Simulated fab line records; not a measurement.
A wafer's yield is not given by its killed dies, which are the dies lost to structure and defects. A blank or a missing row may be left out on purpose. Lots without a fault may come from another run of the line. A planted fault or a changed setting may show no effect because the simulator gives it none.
Matching of chambers | flow n5-finfet | rie-diel-01 running N5_FIN_CUT_STRIP_24: 4 sister chambers
The step strips in CF4. 22 wafers are shown with their chamber, then 11 later ones without.

== WAFERS WITH THEIR CHAMBER ==
wafer  | chamber | drypump-motor-current-A (A) | oes-product-au (a.u.) | showerhead-plenum-p-Torr (Torr)
L075.4 | 2       | 6.1                         | 0.69                  | 1.79
L075.5 | 1       | 5.2                         | 0.74                  | 1.78
L075.6 | 3       | 6.4                         | 0.97                  | 1.76
L076.2 | 3       | 6.4                         | 0.95                  | 1.76
L076.3 | 2       | 6.1                         | 0.68                  | 1.78
L076.4 | 2       | 6.1                         | 0.68                  | 1.78
L077.1 | 1       | 5.2                         | 0.74                  | 1.78
L077.2 | 2       | 6.1                         | 0.69                  | 1.78
L077.4 | 0       | 4.7                         | 0.98                  | 1.84
L079.1 | 1       | 5.2                         | 0.74                  | 1.78
L079.3 | 0       | 4.8                         | 0.96                  | 1.84
L079.6 | 1       | 5.2                         | 0.74                  | 1.78
L083.2 | 0       | 4.8                         | 0.93                  | 1.83
L083.5 | 0       | 4.7                         | 0.94                  | 1.83
L083.6 | 1       | 5.2                         | 0.73                  | 1.77
L084.2 | 1       | 5.2                         | 0.73                  | 1.77
L084.3 | 2       | 6.1                         | 0.68                  | 1.78
L084.6 | 0       | 4.7                         | 0.93                  | 1.83
L085.2 | 2       | 6.1                         | 0.67                  | 1.78
L085.5 | 2       | 6.1                         | 0.67                  | 1.78
L085.6 | 1       | 5.2                         | 0.73                  | 1.77
L088.1 | 1       | 5.2                         | 0.72                  | 1.77

SIGNATURES (averages over the wafers above)
reading                  | chamber 0 | chamber 1 | chamber 2 | chamber 3 | scatter within a chamber
drypump-motor-current-A  | 4.740     | 5.200     | 6.100     | 6.400     | 0.0258
oes-product-au           | 0.9480    | 0.7338    | 0.6800    | 0.9600    | 0.0126
showerhead-plenum-p-Torr | 1.8340    | 1.7750    | 1.7814    | 1.7600    | 0.00475
Rule: distance of a wafer from a chamber = root of the sum over the readings of ((wafer's reading minus chamber's mean) / reading's scatter) squared. If the next closest chamber is less than 2 further off than the closest, the wafer can't be placed; otherwise it belongs to the closest. The scatter: take each reading less its chamber's mean, square it, sum over the shown wafers, divide by the number of wafers less the number of chambers, and take the root.

== WAFERS WITH NO CHAMBER GIVEN ==
wafer  | drypump-motor-current-A (A) | oes-product-au (a.u.) | showerhead-plenum-p-Torr (Torr)
L088.3 | 4.7                         | 0.91                  | 1.83
L088.4 | 5.2                         | 0.72                  | 1.77
L089.1 | 6.4                         | 0.90                  | 1.75
L089.4 | 4.8                         | 0.90                  | 1.83
L089.5 | 5.2                         | 0.72                  | 1.77
L090.2 | 4.8                         | 0.90                  | 1.83
L090.3 | 6.4                         | 0.88                  | 1.75
L090.5 | 5.2                         | 0.72                  | 1.77
L096.2 | 6.4                         | 0.87                  | 1.75
L096.4 | 4.7                         | 0.88                  | 1.83
L096.6 | 6.1                         | 0.95                  | 1.78

== EACH ONE'S CHAMBER ==
wafer  | from the rows above | in truth
L088.3 | 0                   | 0
L088.4 | 1                   | 1
L089.1 | 3                   | 3
L089.4 | 0                   | 0
L089.5 | 1                   | 1
L090.2 | 0                   | 0
L090.3 | 3                   | 3
L090.5 | 1                   | 1
L096.2 | 3                   | 3
L096.4 | 0                   | 0
L096.6 | 3                   | 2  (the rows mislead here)
Correctly placed: 10 of 11. Number that these rows cannot place: 0. Placed wrongly: 1.
